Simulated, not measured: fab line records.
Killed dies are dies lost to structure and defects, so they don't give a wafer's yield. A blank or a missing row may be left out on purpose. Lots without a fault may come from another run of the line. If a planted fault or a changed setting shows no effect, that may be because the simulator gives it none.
Matching of chambers ; flow nand_harc ; 4 sister chambers for NHARC_A_ZERO_WELL_DESCUM_12 on rie_diel-12
The step chemistry O2, time 3 s. 14 wafers are shown with their chamber, then 7 later ones without.

== WAFERS WITH THEIR CHAMBER ==
wafer;chamber;oes_product_au (a.u.);rf_vpp_V (V);throttle_valve_pct (%)
L075.1;2;1.008;56.9;11.315
L075.5;3;0.982;58.6;11.304
L075.6;2;0.999;57.9;11.286
L079.3;0;1.014;58.4;11.307
L079.4;2;0.994;57.7;11.305
L079.6;2;0.987;57.5;11.319
L080.1;2;0.995;58.2;11.311
L080.5;2;0.995;56.9;11.305
L080.6;1;1.010;57.1;11.303
L082.1;2;0.993;56.9;11.302
L082.2;1;1.006;57.7;11.311
L082.3;3;0.990;59.5;11.312
L082.4;0;1.027;58.1;11.316
L082.5;3;0.989;58.3;11.306

SIGNATURES, as means of the wafers listed above
reading;chamber 0;chamber 1;chamber 2;chamber 3;scatter within a chamber
oes_product_au;1.02050;1.00800;0.99586;0.98700;0.00616
rf_vpp_V;58.250;57.400;57.429;58.800;0.523
throttle_valve_pct;11.31150;11.30700;11.30614;11.30733;0.00894
Rule: distance of a wafer from a chamber = root of the sum over the readings of ((wafer's reading minus chamber's mean) / reading's scatter) squared. The wafer belongs to the nearest chamber; if the next one is less than 2 further off, it can't be placed. How the scatter is found: for the shown wafers, subtract from each reading the mean of its chamber, square and add these, divide the total by (wafers less chambers), then take the root.

== WAFERS MISSING THEIR CHAMBER ==
wafer;oes_product_au (a.u.);rf_vpp_V (V);throttle_valve_pct (%)
L082.6;1.004;58.4;11.303
L083.1;1.030;58.2;11.308
L083.5;1.004;58.1;11.317
L083.6;0.998;57.4;11.328
L091.1;1.000;58.5;11.307
L091.3;1.004;59.7;11.304
L091.6;1.025;58.6;11.306

== EACH ONE'S CHAMBER ==
wafer;from the rows above;in truth
L082.6;can't be placed: 1 or 2 or 0 or 3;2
L083.1;0;0
L083.5;can't be placed: 1 or 2 or 0 or 3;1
L083.6;can't be placed: 2 or 1 or 3 or 0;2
L091.1;can't be placed: 2 or 3 or 1 or 0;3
L091.3;can't be placed: 3 or 0 or 1 or 2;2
L091.6;0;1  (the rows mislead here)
Correct placement for 1 of the 7. Not placeable from these rows: 5 (in 5, the candidates include the true chamber). Placed wrongly: 1.
